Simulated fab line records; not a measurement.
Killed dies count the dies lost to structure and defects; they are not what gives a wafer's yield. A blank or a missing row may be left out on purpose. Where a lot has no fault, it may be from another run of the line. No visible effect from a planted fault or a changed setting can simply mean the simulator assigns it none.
Chamber matching || flow nandHarc || NHARC_A_CONTACT_DEP_24 on pecvd-03: 3 sister chambers
The step deposits SiO2, target thk 500 nm. 6 wafers are shown with their chamber, then 8 later ones without.

== EACH WAFER AND ITS CHAMBER ==
{"wafer": "L082.3", "chamber": 2, "throttleValvePct (%)": 16.0, "heaterPowerW (W)": 555}
{"wafer": "L082.5", "chamber": 0, "throttleValvePct (%)": 16.7, "heaterPowerW (W)": 645}
{"wafer": "L085.1", "chamber": 1, "throttleValvePct (%)": 16.0, "heaterPowerW (W)": 587}
{"wafer": "L085.4", "chamber": 0, "throttleValvePct (%)": 17.0, "heaterPowerW (W)": 583}
{"wafer": "L085.5", "chamber": 1, "throttleValvePct (%)": 16.2, "heaterPowerW (W)": 619}
{"wafer": "L086.1", "chamber": 2, "throttleValvePct (%)": 15.7, "heaterPowerW (W)": 513}

== WAFERS MISSING THEIR CHAMBER ==
{"wafer": "L086.4", "throttleValvePct (%)": 15.9, "heaterPowerW (W)": 538}
{"wafer": "L086.6", "throttleValvePct (%)": 16.0, "heaterPowerW (W)": 644}
{"wafer": "L089.1", "throttleValvePct (%)": 16.3, "heaterPowerW (W)": 566}
{"wafer": "L089.2", "throttleValvePct (%)": 16.4, "heaterPowerW (W)": 463}
{"wafer": "L089.5", "throttleValvePct (%)": 17.0, "heaterPowerW (W)": 642}
{"wafer": "L095.1", "throttleValvePct (%)": 16.2, "heaterPowerW (W)": 658}
{"wafer": "L095.3", "throttleValvePct (%)": 15.9, "heaterPowerW (W)": 442}
{"wafer": "L095.6", "throttleValvePct (%)": 16.3, "heaterPowerW (W)": 470}

== WHICH CHAMBER EACH WENT THROUGH ==
{"wafer": "L086.4", "from the rows above": "can't be placed: 2 or 1", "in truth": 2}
{"wafer": "L086.6", "from the rows above": 1, "in truth": 1}
{"wafer": "L089.1", "from the rows above": "can't be placed: 1 or 2 or 0", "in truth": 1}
{"wafer": "L089.2", "from the rows above": "can't be placed: 2 or 1 or 0", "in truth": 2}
{"wafer": "L089.5", "from the rows above": 0, "in truth": 0}
{"wafer": "L095.1", "from the rows above": "can't be placed: 1 or 0", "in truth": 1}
{"wafer": "L095.3", "from the rows above": 2, "in truth": 2}
{"wafer": "L095.6", "from the rows above": "can't be placed: 2 or 1", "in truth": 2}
Placed correctly: 3 of 8. Can't be placed from these rows: 5 (the true chamber is among the candidates in 5). Wrongly placed: 0.
How it was worked out, from the rows above alone: a wafer's distance from a chamber is the root of the sum, over the readings, of the square of ((its reading less the chamber's mean) divided by the reading's scatter). If the next closest chamber is less than 2 further off than the closest, the wafer can't be placed; otherwise it belongs to the closest. Each chamber's mean is taken over the wafers shown for it. How the scatter is found: for the shown wafers, subtract from each reading the mean of its chamber, square and add these, divide the total by (wafers less chambers), then take the root.
